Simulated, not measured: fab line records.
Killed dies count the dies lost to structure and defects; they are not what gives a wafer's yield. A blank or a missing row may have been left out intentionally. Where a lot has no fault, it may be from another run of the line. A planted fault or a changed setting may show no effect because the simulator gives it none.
What tool caused it? :: flow nandHarc :: 12 lots with 36 wafers sampled at 7 steps, on a route of 1159 steps

WHAT THE GAUGES READ, wafer by wafer
NHARC_A_M1_THK_MEAS_24: measures by xrf. Usual: 154.0 nm for thkNm, sd 1.4.
lot: L863
measured: day 18 03:49
on: filmMetro-01
thkNm (nm): 153.0 153.7 154.3
flag: 

lot: L865
measured: day 18 11:33
on: filmMetro-02
thkNm (nm): 153.9 152.1 154.7
flag: 

lot: L864
measured: day 18 12:58
on: filmMetro-02
thkNm (nm): 29.9 29.2 29.3
flag: OFF

lot: L866
measured: day 19 02:37
on: filmMetro-02
thkNm (nm): 30.4 27.9 29.7
flag: OFF

lot: L867
measured: day 19 11:22
on: filmMetro-02
thkNm (nm): 30.8 27.5 31.1
flag: OFF

lot: L871
measured: day 20 05:19
on: filmMetro-01
thkNm (nm): 152.9 153.3 153.5
flag: 

lot: L872
measured: day 20 20:41
on: filmMetro-01
thkNm (nm): 150.7 152.1 151.5
flag: 

lot: L876
measured: day 21 12:16
on: filmMetro-01
thkNm (nm): 153.9 152.4 153.0
flag: 

lot: L875
measured: day 21 14:59
on: filmMetro-01
thkNm (nm): 154.4 152.5 154.8
flag: 

lot: L874
measured: day 21 21:38
on: filmMetro-01
thkNm (nm): 154.8 155.0 153.6
flag: 

lot: L878
measured: day 22 10:00
on: filmMetro-02
thkNm (nm): 153.9 152.1 153.5
flag: 

lot: L883
measured: day 23 08:01
on: filmMetro-01
thkNm (nm): 153.1 153.7 150.8
flag: 

NHARC_END_SORT_01. Usual: defectLimitedYield 95.6 %, standard deviation 1.6; killedAtArray 26, standard deviation 11; killedAtOther 0.6, standard deviation 1; killedAtPeriphery 3.1, standard deviation 2.1; killedDies 30, standard deviation 11; killedOpen 3.4, standard deviation 1.8; killedShort 2.1, standard deviation 1.5; sort_bin_2_pct 1.3 %, standard deviation 0.64; sort_bin_3_pct 0.25 %, standard deviation 0.23; sort_bin_4_pct 2.8 %, standard deviation 1.1; sortNPass 647, standard deviation 11; sortRimYieldPct 95.8 %, standard deviation 2.7; sortYieldPct 95.6 %, standard deviation 1.6.
lot: L863
measured: day 19 19:59
on: prober-01
defectLimitedYield (%): 94.7 95.9 95.1
killedAtArray: 33 26 29
killedAtOther: 0 1 1
killedAtPeriphery: 3 1 3
killedDies: 36 28 33
killedOpen: 4 3 4
killedShort: 1 3 2
sort_bin_2_pct (%): 1.3 1.0 1.2
sort_bin_3_pct (%): 0.30 0.15 0.15
sort_bin_4_pct (%): 3.7 3.0 3.5
sortNPass: 641 649 644
sortRimYieldPct (%): 97.2 99.1 91.5
sortYieldPct (%): 94.7 95.9 95.1
flag: 

lot: L865
measured: day 20 10:45
on: prober-02
defectLimitedYield (%): 97.2 95.0 96.0
killedAtArray: 15 24 22
killedAtOther: 0 2 0
killedAtPeriphery: 4 8 5
killedDies: 19 34 27
killedOpen: 3 6 2
killedShort: 3 1 2
sort_bin_2_pct (%): 1.2 1.9 1.3
sort_bin_3_pct (%): 0 0 0.15
sort_bin_4_pct (%): 1.6 3.1 2.5
sortNPass: 658 643 650
sortRimYieldPct (%): 95.3 96.2 98.1
sortYieldPct (%): 97.2 95.0 96.0
flag: 

lot: L871
measured: day 21 15:22
on: prober-02
defectLimitedYield (%): 94.8 96.3 94.1
killedAtArray: 31 19 34
killedAtOther: 2 0 1
killedAtPeriphery: 2 6 5
killedDies: 35 25 40
killedOpen: 2 3 5
killedShort: 4 2 5
sort_bin_2_pct (%): 1.2 1.3 1.2
sort_bin_3_pct (%): 0.30 0.15 0.30
sort_bin_4_pct (%): 3.7 2.2 4.4
sortNPass: 642 652 637
sortRimYieldPct (%): 96.2 93.4 90.6
sortYieldPct (%): 94.8 96.3 94.1
flag: 

lot: L872
measured: day 22 07:33
on: prober-02
defectLimitedYield (%): 97.0 97.3 98.2
killedAtArray: 13 14 6
killedAtOther: 0 0 1
killedAtPeriphery: 7 4 5
killedDies: 20 18 12
killedOpen: 7 2 3
killedShort: 2 3 0
sort_bin_2_pct (%): 0.9 0.4 0.9
sort_bin_3_pct (%): 0.44 0.15 0
sort_bin_4_pct (%): 1.6 2.1 0.9
sortNPass: 657 659 665
sortRimYieldPct (%): 97.2 100.0 97.2
sortYieldPct (%): 97.0 97.3 98.2
flag: 

lot: L876
measured: day 22 23:26
on: prober-02
defectLimitedYield (%): 94.1 95.9 95.3
killedAtArray: 35 26 28
killedAtOther: 0 2 0
killedAtPeriphery: 5 0 4
killedDies: 40 28 32
killedOpen: 4 3 4
killedShort: 2 2 2
sort_bin_2_pct (%): 1.0 1.3 1.3
sort_bin_3_pct (%): 0.30 0.15 0.44
sort_bin_4_pct (%): 4.6 2.7 3.0
sortNPass: 637 649 645
sortRimYieldPct (%): 97.2 95.3 92.5
sortYieldPct (%): 94.1 95.9 95.3
flag: 

lot: L875
measured: day 22 23:22
on: prober-01
defectLimitedYield (%): 95.1 94.7 95.1
killedAtArray: 30 33 28
killedAtOther: 0 0 0
killedAtPeriphery: 3 3 5
killedDies: 33 36 33
killedOpen: 2 4 4
killedShort: 1 2 0
sort_bin_2_pct (%): 1.0 1.9 1.6
sort_bin_3_pct (%): 0.30 0.74 0.30
sort_bin_4_pct (%): 3.5 2.7 3.0
sortNPass: 644 641 644
sortRimYieldPct (%): 95.3 97.2 93.4
sortYieldPct (%): 95.1 94.7 95.1
flag: 

lot: L874
measured: day 23 11:49
on: prober-01
defectLimitedYield (%): 97.9 97.5 97.5
killedAtArray: 14 16 15
killedAtOther: 0 0 2
killedAtPeriphery: 0 1 0
killedDies: 14 17 17
killedOpen: 4 1 1
killedShort: 2 1 4
sort_bin_2_pct (%): 0.9 0.4 0.3
sort_bin_3_pct (%): 0.15 0.59 0
sort_bin_4_pct (%): 1.0 1.5 2.2
sortNPass: 663 660 660
sortRimYieldPct (%): 98.1 97.2 97.2
sortYieldPct (%): 97.9 97.5 97.5
flag: 

lot: L878
measured: day 23 22:02
on: prober-02
defectLimitedYield (%): 91.7 92.8 91.3
killedAtArray: 55 47 52
killedAtOther: 1 0 4
killedAtPeriphery: 0 2 3
killedDies: 56 49 59
killedOpen: 1 1 4
killedShort: 3 3 4
sort_bin_2_pct (%): 2.4 1.9 2.2
sort_bin_3_pct (%): 0.74 0.59 0.89
sort_bin_4_pct (%): 5.2 4.7 5.6
sortNPass: 621 628 618
sortRimYieldPct (%): 88.7 98.1 97.2
sortYieldPct (%): 91.7 92.8 91.3
flag: 

lot: L883
measured: day 24 19:13
on: prober-02
defectLimitedYield (%): 95.7 96.2 95.4
killedAtArray: 28 24 28
killedAtOther: 0 0 0
killedAtPeriphery: 1 2 3
killedDies: 29 26 31
killedOpen: 3 1 5
killedShort: 4 3 2
sort_bin_2_pct (%): 1.3 1.2 1.2
sort_bin_3_pct (%): 0 0 0.30
sort_bin_4_pct (%): 3.0 2.7 3.1
sortNPass: 648 651 646
sortRimYieldPct (%): 98.1 91.5 98.1
sortYieldPct (%): 95.7 96.2 95.4
flag: 

WHICH TOOL RAN EACH LOT (tool, then ch and the chambers of the sampled wafers, then the start)
lot: L863
NHARC_A_M1_DESCUM_14: rieDiel-08 ch 1,2,3, day 18 01:25
NHARC_A_M1_PRE_CLEAN_30: pvdSputter-03, day 18 02:52 or earlier
NHARC_A_M1_ECD_22: ecdCu-02 ch 0,1, day 18 02:52
NHARC_A_M1_CMP_23: cmp-01 ch 0,3, day 18 03:31
NHARC_A_M1_PRE_CLEAN_32: pecvd-04 ch 0,1,2, day 18 04:04

lot: L865
NHARC_A_M1_DESCUM_14: rieDiel-01 ch 2,3, day 18 09:07
NHARC_A_M1_PRE_CLEAN_30: pvdSputter-02, day 18 10:37 or earlier
NHARC_A_M1_ECD_22: ecdCu-01 ch 0,1, day 18 10:37
NHARC_A_M1_CMP_23: cmp-02 ch 0,1,2, day 18 11:17
NHARC_A_M1_PRE_CLEAN_32: pecvd-04 ch 1,2, day 18 11:46

lot: L864
NHARC_A_M1_DESCUM_14: rieDiel-13 ch 1,3, day 18 10:30
NHARC_A_M1_PRE_CLEAN_30: pvdSputter-02, day 18 11:58 or earlier
NHARC_A_M1_ECD_22: ecdCu-01 ch 0,1, day 18 11:58
NHARC_A_M1_CMP_23: cmp-01 ch 2,3, day 18 12:39
NHARC_A_M1_PRE_CLEAN_32: pecvd-03 ch 0,2, day 18 13:14

lot: L866
NHARC_A_M1_DESCUM_14: rieDiel-13 ch 1,2, day 19 00:06
NHARC_A_M1_PRE_CLEAN_30: pvdSputter-02, day 19 01:39 or earlier
NHARC_A_M1_ECD_22: ecdCu-01 ch 0,1, day 19 01:39
NHARC_A_M1_CMP_23: cmp-04 ch 0,2, day 19 02:20
NHARC_A_M1_PRE_CLEAN_32: pecvd-04 ch 0,1,2, day 19 03:07

lot: L867
NHARC_A_M1_DESCUM_14: rieDiel-08 ch 0,3, day 19 08:56
NHARC_A_M1_PRE_CLEAN_30: pvdSputter-01, day 19 10:19 or earlier
NHARC_A_M1_ECD_22: ecdCu-01 ch 0, day 19 10:19
NHARC_A_M1_CMP_23: cmp-04 ch 0,2,3, day 19 11:04
NHARC_A_M1_PRE_CLEAN_32: pecvd-03 ch 0,1, day 19 11:36

lot: L871
NHARC_A_M1_DESCUM_14: rieDiel-08 ch 2,3, day 20 02:53
NHARC_A_M1_PRE_CLEAN_30: pvdSputter-01, day 20 04:20 or earlier
NHARC_A_M1_ECD_22: ecdCu-01 ch 0,1, day 20 04:20
NHARC_A_M1_CMP_23: cmp-01 ch 0,1, day 20 05:02
NHARC_A_M1_PRE_CLEAN_32: pecvd-03 ch 0,1, day 20 05:34

lot: L872
NHARC_A_M1_DESCUM_14: rieDiel-08 ch 1,2, day 20 17:52
NHARC_A_M1_PRE_CLEAN_30: pvdSputter-01, day 20 19:32 or earlier
NHARC_A_M1_ECD_22: ecdCu-02 ch 0,1, day 20 19:32
NHARC_A_M1_CMP_23: cmp-04 ch 0,1,2, day 20 20:27
NHARC_A_M1_PRE_CLEAN_32: pecvd-01 ch 0,1, day 20 20:54

lot: L876
NHARC_A_M1_DESCUM_14: rieDiel-13 ch 2,3, day 21 09:52
NHARC_A_M1_PRE_CLEAN_30: pvdSputter-01, day 21 11:14 or earlier
NHARC_A_M1_ECD_22: ecdCu-01 ch 0,1, day 21 11:14
NHARC_A_M1_CMP_23: cmp-01 ch 1,2,3, day 21 11:58
NHARC_A_M1_PRE_CLEAN_32: pecvd-03 ch 0,1, day 21 12:31

lot: L875
NHARC_A_M1_DESCUM_14: rieDiel-13 ch 0,1,2, day 21 12:34
NHARC_A_M1_PRE_CLEAN_30: pvdSputter-01, day 21 14:01 or earlier
NHARC_A_M1_ECD_22: ecdCu-01 ch 0,1, day 21 14:01
NHARC_A_M1_CMP_23: cmp-02 ch 1,3, day 21 14:41
NHARC_A_M1_PRE_CLEAN_32: pecvd-04 ch 0,1, day 21 15:14

lot: L874
NHARC_A_M1_DESCUM_14: rieDiel-08 ch 0,1,2, day 21 19:13
NHARC_A_M1_PRE_CLEAN_30: pvdSputter-01, day 21 20:36 or earlier
NHARC_A_M1_ECD_22: ecdCu-02 ch 0,1, day 21 20:36
NHARC_A_M1_CMP_23: cmp-04 ch 0,1,3, day 21 21:20
NHARC_A_M1_PRE_CLEAN_32: pecvd-01 ch 0,1,2, day 21 21:53

lot: L878
NHARC_A_M1_DESCUM_14: rieDiel-08 ch 0,1,2, day 22 07:33
NHARC_A_M1_PRE_CLEAN_30: pvdSputter-02, day 22 09:04 or earlier
NHARC_A_M1_ECD_22: ecdCu-02 ch 0,1, day 22 09:04
NHARC_A_M1_CMP_23: cmp-04 ch 1,2,3, day 22 09:41
NHARC_A_M1_PRE_CLEAN_32: pecvd-01 ch 0,1,2, day 22 10:14

lot: L883
NHARC_A_M1_DESCUM_14: rieDiel-01 ch 2,3, day 23 05:07
NHARC_A_M1_PRE_CLEAN_30: pvdSputter-02, day 23 07:04 or earlier
NHARC_A_M1_ECD_22: ecdCu-01 ch 0,1, day 23 07:04
NHARC_A_M1_CMP_23: cmp-04 ch 0,1, day 23 07:41
NHARC_A_M1_PRE_CLEAN_32: pecvd-01 ch 0,1,2, day 23 08:14
- NHARC_A_M1_DESCUM_14: chemistry O2, time 3 s.
- NHARC_A_M1_PRE_CLEAN_30: time 30 s.
- NHARC_A_M1_ECD_22: material Cu, target thk 400 nm.
- NHARC_A_M1_CMP_23: polishes, t overpolish 20 s, target thk 154.34 nm.
- NHARC_A_M1_PRE_CLEAN_32: time 12 s.

WHAT THE TOOLS THEMSELVES READ (means of the sampled wafers that have a number; where no wafer has one, the mark that the record gives instead)
NHARC_A_M1_DESCUM_14. Usual: drypumpMotorCurrentA 5.6 A, standard deviation 0.47; oesProductAu 0.997 a.u., standard deviation 0.0098; rfVppV 57.8 V, standard deviation 1; showerheadPlenumPTorr 1.92 Torr, standard deviation 0.079; throttleValvePct 11.310 %, standard deviation 0.0094.
lot: L863
tool: rieDiel-08
drypumpMotorCurrentA (A): 6.0
oesProductAu (a.u.): 0.999
rfVppV (V): 57.4
showerheadPlenumPTorr (Torr): 1.85
throttleValvePct (%): 11.324
flag: 

lot: L865
tool: rieDiel-01
drypumpMotorCurrentA (A): 5.9
oesProductAu (a.u.): 0.999
rfVppV (V): 56.6
showerheadPlenumPTorr (Torr): 1.88
throttleValvePct (%): 11.316
flag: 

lot: L864
tool: rieDiel-13
drypumpMotorCurrentA (A): 5.2
oesProductAu (a.u.): 0.991
rfVppV (V): 58.2
showerheadPlenumPTorr (Torr): 1.88
throttleValvePct (%): 11.309
flag: 

lot: L866
tool: rieDiel-13
drypumpMotorCurrentA (A): 5.3
oesProductAu (a.u.): 0.997
rfVppV (V): 58.6
showerheadPlenumPTorr (Torr): 1.99
throttleValvePct (%): 11.313
flag: 

lot: L867
tool: rieDiel-08
drypumpMotorCurrentA (A): 6.2
oesProductAu (a.u.): 0.998
rfVppV (V): 58.0
showerheadPlenumPTorr (Torr): 1.96
throttleValvePct (%): 11.306
flag: 

lot: L871
tool: rieDiel-08
drypumpMotorCurrentA (A): 6.3
oesProductAu (a.u.): 0.989
rfVppV (V): 57.1
showerheadPlenumPTorr (Torr): 1.89
throttleValvePct (%): 11.306
flag: 

lot: L872
tool: rieDiel-08
drypumpMotorCurrentA (A): 5.9
oesProductAu (a.u.): 0.999
rfVppV (V): 56.7
showerheadPlenumPTorr (Torr): 1.80
throttleValvePct (%): 11.304
flag: 

lot: L876
tool: rieDiel-13
drypumpMotorCurrentA (A): 5.2
oesProductAu (a.u.): 0.992
rfVppV (V): 58.5
showerheadPlenumPTorr (Torr): 2.01
throttleValvePct (%): 11.313
flag: 

lot: L875
tool: rieDiel-13
drypumpMotorCurrentA (A): 5.5
oesProductAu (a.u.): 0.987
rfVppV (V): 57.3
showerheadPlenumPTorr (Torr): 1.96
throttleValvePct (%): 11.307
flag: 

lot: L874
tool: rieDiel-08
drypumpMotorCurrentA (A): 5.8
oesProductAu (a.u.): 1.012
rfVppV (V): 57.5
showerheadPlenumPTorr (Torr): 1.87
throttleValvePct (%): 11.308
flag: 

lot: L878
tool: rieDiel-08
drypumpMotorCurrentA (A): 5.8
oesProductAu (a.u.): 1.015
rfVppV (V): 57.8
showerheadPlenumPTorr (Torr): 1.87
throttleValvePct (%): 11.299
flag: 

lot: L883
tool: rieDiel-01
drypumpMotorCurrentA (A): 5.9
oesProductAu (a.u.): 0.994
rfVppV (V): 57.9
showerheadPlenumPTorr (Torr): 1.88
throttleValvePct (%): 11.314
flag: 

NHARC_A_M1_PRE_CLEAN_30. Usual: 400 W for heaterPowerW, sd 41.
lot: L863
tool: pvdSputter-03
heaterPowerW (W): 391
flag: 

lot: L865
tool: pvdSputter-02
heaterPowerW (W): 417
flag: 

lot: L864
tool: pvdSputter-02
heaterPowerW (W): 422
flag: 

lot: L866
tool: pvdSputter-02
heaterPowerW (W): 396
flag: 

lot: L867
tool: pvdSputter-01
heaterPowerW (W): 414
flag: 

lot: L871
tool: pvdSputter-01
heaterPowerW (W): 385
flag: 

lot: L872
tool: pvdSputter-01
heaterPowerW (W): 363
flag: 

lot: L876
tool: pvdSputter-01
heaterPowerW (W): 362
flag: 

lot: L875
tool: pvdSputter-01
heaterPowerW (W): 367
flag: 

lot: L874
tool: pvdSputter-01
heaterPowerW (W): 398
flag: 

lot: L878
tool: pvdSputter-02
heaterPowerW (W): 391
flag: 

lot: L883
tool: pvdSputter-02
heaterPowerW (W): 431
flag: 

NHARC_A_M1_ECD_22. Usual: bathHeatDutyPct 6.7 %, standard deviation 0.58; bathTempC 25.01 C, standard deviation 0.11.
lot: L863
tool: ecdCu-02
bathHeatDutyPct (%): 6.5
bathTempC (C): 25.01
flag: 

lot: L865
tool: ecdCu-01
bathHeatDutyPct (%): 6.9
bathTempC (C): 24.95
flag: 

lot: L864
tool: ecdCu-01
bathHeatDutyPct (%): -
bathTempC (C): -
flag: OFF

lot: L866
tool: ecdCu-01
bathHeatDutyPct (%): -
bathTempC (C): -
flag: OFF

lot: L867
tool: ecdCu-01
bathHeatDutyPct (%): -
bathTempC (C): -
flag: OFF

lot: L871
tool: ecdCu-01
bathHeatDutyPct (%): 6.9
bathTempC (C): 25.04
flag: 

lot: L872
tool: ecdCu-02
bathHeatDutyPct (%): 6.7
bathTempC (C): 25.00
flag: 

lot: L876
tool: ecdCu-01
bathHeatDutyPct (%): 6.9
bathTempC (C): 24.95
flag: 

lot: L875
tool: ecdCu-01
bathHeatDutyPct (%): 7.6
bathTempC (C): 25.12
flag: 

lot: L874
tool: ecdCu-02
bathHeatDutyPct (%): 7.0
bathTempC (C): 24.98
flag: 

lot: L878
tool: ecdCu-02
bathHeatDutyPct (%): 6.7
bathTempC (C): 25.10
flag: 

lot: L883
tool: ecdCu-01
bathHeatDutyPct (%): 7.4
bathTempC (C): 25.05
flag: 

NHARC_A_M1_CMP_23. Usual: motorCurrentA 12.6 A, standard deviation 1.2; padLifeWafers 243, standard deviation 140; timeToEndpointS 28.1 s, standard deviation 2.7.
lot: L863
tool: cmp-01
motorCurrentA (A): 11.4
padLifeWafers: 193
timeToEndpointS (s): 23.7
flag: 

lot: L865
tool: cmp-02
motorCurrentA (A): 12.5
padLifeWafers: 488
timeToEndpointS (s): 23.8
flag: 

lot: L864
tool: cmp-01
motorCurrentA (A): 13.0
padLifeWafers: 258
timeToEndpointS (s): 3.0
flag: OFF

lot: L866
tool: cmp-04
motorCurrentA (A): 12.8
padLifeWafers: 236
timeToEndpointS (s): 2.7
flag: OFF

lot: L867
tool: cmp-04
motorCurrentA (A): 13.5
padLifeWafers: 296
timeToEndpointS (s): 2.6
flag: OFF

lot: L871
tool: cmp-01
motorCurrentA (A): 11.5
padLifeWafers: 554
timeToEndpointS (s): 25.7
flag: 

lot: L872
tool: cmp-04
motorCurrentA (A): 12.3
padLifeWafers: 459
timeToEndpointS (s): 26.1
flag: 

lot: L876
tool: cmp-01
motorCurrentA (A): 13.0
padLifeWafers: 79
timeToEndpointS (s): 29.1
flag: 

lot: L875
tool: cmp-02
motorCurrentA (A): 11.6
padLifeWafers: 385
timeToEndpointS (s): 28.7
flag: 

lot: L874
tool: cmp-04
motorCurrentA (A): 12.3
padLifeWafers: 1
timeToEndpointS (s): 29.5
flag: 

lot: L878
tool: cmp-04
motorCurrentA (A): 13.1
padLifeWafers: 62
timeToEndpointS (s): 29.4
flag: 

lot: L883
tool: cmp-04
motorCurrentA (A): 12.4
padLifeWafers: 216
timeToEndpointS (s): 25.4
flag: 

NHARC_A_M1_PRE_CLEAN_32. Usual: 645 W for heaterPowerW, sd 64.
lot: L863
tool: pecvd-04
heaterPowerW (W): 588
flag: 

lot: L865
tool: pecvd-04
heaterPowerW (W): 590
flag: 

lot: L864
tool: pecvd-03
heaterPowerW (W): 651
flag: 

lot: L866
tool: pecvd-04
heaterPowerW (W): 614
flag: 

lot: L867
tool: pecvd-03
heaterPowerW (W): 643
flag: 

lot: L871
tool: pecvd-03
heaterPowerW (W): 702
flag: 

lot: L872
tool: pecvd-01
heaterPowerW (W): 615
flag: 

lot: L876
tool: pecvd-03
heaterPowerW (W): 632
flag: 

lot: L875
tool: pecvd-04
heaterPowerW (W): 614
flag: 

lot: L874
tool: pecvd-01
heaterPowerW (W): 695
flag: 

lot: L878
tool: pecvd-01
heaterPowerW (W): 657
flag: 

lot: L883
tool: pecvd-01
heaterPowerW (W): 638
flag: 

THE ANSWER, worked out from the rows above alone
Rule: a lot is off if the mean of its wafers that have a number lies more than 3 standard deviations from the usual mean. Also off: a lot with no number at a reading for which 4 or more lots have one. Where the step has rows for the other lots, those lots are counted as sound. The gauges are gone through in route order, then the tools' own readings, and for those a lot's mean is taken as printed above. At the first step where some lot is off, the reading lying furthest off is the one used; lots without a number count as furthest.
Off, at NHARC_A_M1_THK_MEAS_24 on thkNm: L864, L866, L867.
A tool fits if, at a process step before that reading, it ran every lot that is off, and no sound lot after the first of them. The gauges at NHARC_A_M1_THK_MEAS_24 aren't tried: what is off there is off at NHARC_A_M1_ECD_22 too, on other tools, and a gauge's error can't cause that. NHARC_A_M1_PRE_CLEAN_30 gives no start for some lots, so the hours and the order of its lots are those of NHARC_A_M1_ECD_22. None of those tried fits.

WHAT THE SIMULATOR PUT IN
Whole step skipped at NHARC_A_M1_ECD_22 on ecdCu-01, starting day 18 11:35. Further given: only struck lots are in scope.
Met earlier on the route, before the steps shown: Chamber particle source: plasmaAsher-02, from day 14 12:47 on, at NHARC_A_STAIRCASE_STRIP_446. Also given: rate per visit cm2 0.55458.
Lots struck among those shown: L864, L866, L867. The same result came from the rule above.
